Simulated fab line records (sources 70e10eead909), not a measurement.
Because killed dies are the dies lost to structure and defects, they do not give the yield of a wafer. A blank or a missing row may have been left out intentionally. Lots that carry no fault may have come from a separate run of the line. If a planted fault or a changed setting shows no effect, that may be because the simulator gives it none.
Chamber matching	flow nand-harc	4 sister chambers for NHARC_A_M1_DESCUM_14 on rie-diel-08
The step chemistry O2, time 3 s. 4 wafers are shown with their chamber, then 8 later ones without.

WAFERS PAIRED WITH THEIR CHAMBERS
wafer	chamber	oes-product-au (a.u.)
L081.2	2	1.003
L083.1	3	0.997
L083.5	1	0.993
L090.1	0	0.998

WAFERS WHOSE CHAMBER IS MISSING
wafer	oes-product-au (a.u.)
L090.3	0.990
L090.6	0.984
L093.1	1.005
L093.3	0.991
L093.5	0.998
L096.4	0.994
L096.5	1.007
L096.6	0.996

WHICH CHAMBER EACH WENT THROUGH
wafer	from the rows above	in truth
L090.3	can't be placed: 1 or 3 or 0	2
L090.6	can't be placed: 1 or 3 or 0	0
L093.1	can't be placed: 2 or 0 or 3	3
L093.3	can't be placed: 1 or 3 or 0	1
L093.5	can't be placed: 0 or 3 or 2 or 1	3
L096.4	can't be placed: 1 or 3 or 0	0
L096.5	can't be placed: 2 or 0 or 3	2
L096.6	can't be placed: 3 or 0 or 1 or 2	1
Correctly placed: 0 of 8. Can't be placed from these rows: 8 (the true chamber is among the candidates in 7). Number placed wrongly: 0.
How it was worked out, from the rows above alone: a wafer's distance from a chamber is the root of the sum, over the readings, of the square of ((its reading less the chamber's mean) divided by the reading's scatter). The wafer belongs to the nearest chamber; if the next one is less than 2 further off, it can't be placed. A chamber's mean is the mean of its shown wafers. The scatter: root of mean squared gap, hidden wafer to nearest shown wafer, with one shown wafer a chamber.
